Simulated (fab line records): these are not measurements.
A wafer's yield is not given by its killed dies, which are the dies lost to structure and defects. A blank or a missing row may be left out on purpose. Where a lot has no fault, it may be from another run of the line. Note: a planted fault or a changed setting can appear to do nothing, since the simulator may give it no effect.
The same fault as seen by 2 desks + flow n5 finfet + only its own numbers are on each desk; what lay behind them is given at the end

## DESK OF THE TOOL OWNER: litho track-01
The tool's own readings at N5_FIN_SAQP_COAT_10 (resist thk 90 nm): means of the sampled wafers that have a number, for each lot that ran on this tool. A lot is out of limits, marked OUT, if its mean lies more than 4 standard deviations from the usual mean; the brackets give that distance.
Columns: A = spin speed rpm at N5_FIN_SAQP_COAT_10, usual 1500.2 rpm
| lot  | first seen here | A                        |
|------|-----------------|--------------------------|
| L387 | day 1 20:49     | 1500.5                   |
| L390 | day 2 15:22     | 1500.6                   |
| L391 | day 2 21:24     | 1499.7                   |
| L396 | day 4 03:19     | 1606.0 (+99 or more) OUT |
| L398 | day 4 16:44     | 1604.9 (+99 or more) OUT |
This desk's verdict: out of limits on L396, L398, starting with L396 at day 4 03:19 (spin speed rpm at N5_FIN_SAQP_COAT_10). L387, L390, L391 stayed within limits.

## THE METROLOGY DESK
Means of the sampled wafers that have a number, per lot and without regard to the tool the lot ran on: this is what the gauges read. A lot is out of limits, marked OUT, if its mean lies more than 4 standard deviations from the usual mean; the brackets give that distance. Only the readings that lie furthest out on some lot appear, 7 of the 12 it has.
Columns: A = PMOS_HMC_BLK_OVL at N5_PMOS_HMC_CHANNEL_EPI_OVL_MEAS_10, usual 0.5 nm; B = thk nm at N5_FIN_SAQP_THK_MEAS_05, usual 37.8 nm; C = DIBL_N at N5_BEOL_M4_RC_MEAS_101, usual 36.4 mV/V; D = IOFF_N at N5_BEOL_M4_RC_MEAS_101, usual 0.164 nA/um; E = IOFF_P at N5_BEOL_M4_RC_MEAS_101, usual 0.214 nA/um; F = ION_P at N5_BEOL_M4_RC_MEAS_101, usual 463 uA/um; G = VT_P at N5_BEOL_M4_RC_MEAS_101, usual -250.1 mV
| lot  | first seen here | A    | B    | C    | D     | E     | F   | G      |
|------|-----------------|------|------|------|-------|-------|-----|--------|
| L387 | day 1 16:56     | 2.3  | 38.3 | 36.9 | 0.146 | 0.181 | 454 | -255.4 |
| L389 | day 2 05:02     | 1.2  | 38.4 | 35.9 | 0.166 | 0.217 | 468 | -249.9 |
| L390 | day 2 11:25     | 0.5  | 38.2 | 35.4 | 0.133 | 0.159 | 447 | -255.2 |
| L391 | day 2 17:25     | 0.3  | 38.0 | 35.0 | 0.151 | 0.198 | 461 | -251.4 |
| L396 | day 3 23:20     | 1.3  | 36.8 | 38.5 | 0.181 | 0.238 | 465 | -248.4 |
| L398 | day 4 11:42     | 0.9  | 37.2 | 35.6 | 0.168 | 0.241 | 472 | -246.9 |
| L400 | day 4 23:01     | 0.7  | 37.7 | 33.4 | 0.124 | 0.182 | 462 | -250.6 |
| L401 | day 5 05:37     | -0.3 | 38.3 | 37.5 | 0.190 | 0.242 | 463 | -249.6 |
| L408 | day 6 23:20     | -0.5 | 37.8 | 35.1 | 0.154 | 0.177 | 457 | -253.8 |
| L409 | day 7 05:08     | 0.3  | 37.8 | 35.9 | 0.151 | 0.212 | 462 | -250.1 |
This desk found nothing out of limits on any of the 10 lots.

## PUT TOGETHER
An alarm could have come from the tool owner's desk at day 4 03:19, on L396, L398.
Nothing out of limits was seen by the metrology desk.
The metrology desk has L396, L398 on record, within its limits.
On litho track-01, each named lot ran N5_FIN_SAQP_COAT_10.

## WHAT WAS PUT IN BY THE SIMULATOR
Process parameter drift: litho track-01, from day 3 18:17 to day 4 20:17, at N5_FIN_SAQP_COAT_10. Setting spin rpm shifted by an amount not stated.
Lots struck among those shown: L396, L398.
Delay in hours, fault start to first out-of-limits reading, by desk: the tool owner's desk at 9.
